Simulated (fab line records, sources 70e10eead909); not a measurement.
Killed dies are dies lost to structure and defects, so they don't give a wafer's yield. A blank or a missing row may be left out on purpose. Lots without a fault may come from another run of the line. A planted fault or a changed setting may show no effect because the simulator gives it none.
Chamber matching | flow nand_harc | NHARC_A_CHANNEL_FILL_D1_CMP_10 on cmp-03: 4 sister chambers
The step polishes, target thk 150 nm. 8 wafers are shown with their chamber, then 9 later ones without.

WAFERS WITH THEIR CHAMBER
wafer  | chamber | motor_current_A (A) | time_to_endpoint_s (s)
L088.5 | 3       | 12.0                | 16.1
L088.6 | 2       | 11.5                | 19.6
L089.1 | 1       | 10.9                | 16.8
L089.2 | 2       | 11.8                | 17.3
L089.3 | 0       | 12.7                | 15.2
L086.3 | 3       | 12.5                | 12.9
L086.5 | 1       | 12.0                | 16.2
L086.6 | 0       | 12.9                | 14.7

WAFERS WITHOUT THEIR CHAMBER
wafer  | motor_current_A (A) | time_to_endpoint_s (s)
L094.2 | 11.3                | 19.6
L094.3 | 12.2                | 13.6
L094.6 | 11.6                | 16.9
L092.1 | 10.9                | 14.9
L092.2 | 12.7                | 13.6
L092.4 | 10.5                | 15.0
L093.3 | 11.4                | 15.3
L093.5 | 11.8                | 11.1
L093.6 | 13.1                | 13.2

WHICH CHAMBER EACH WENT THROUGH
wafer  | from the rows above          | in truth
L094.2 | can't be placed: 2 or 1      | 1
L094.3 | can't be placed: 3 or 0      | 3
L094.6 | can't be placed: 1 or 2 or 3 | 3
L092.1 | can't be placed: 1 or 2 or 3 | 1
L092.2 | can't be placed: 0 or 3      | 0
L092.4 | can't be placed: 1 or 2 or 3 | 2
L093.3 | can't be placed: 1 or 3 or 2 | 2
L093.5 | can't be placed: 3 or 0 or 1 | 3
L093.6 | can't be placed: 0 or 3      | 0
Placed correctly: 0 of 9. Can't be placed from these rows: 9 (the true chamber is among the candidates in 9). Placed wrongly: 0.
How it was worked out, from the rows above alone: a wafer's distance from a chamber is the root of the sum, over the readings, of the square of ((its reading less the chamber's mean) divided by the reading's scatter). The wafer belongs to the nearest chamber; if the next one is less than 2 further off, it can't be placed. A chamber's mean is the mean of its shown wafers. The scatter: the root of (the sum of the squares of (reading less its chamber's mean) over the shown wafers, divided by (wafers less chambers)).
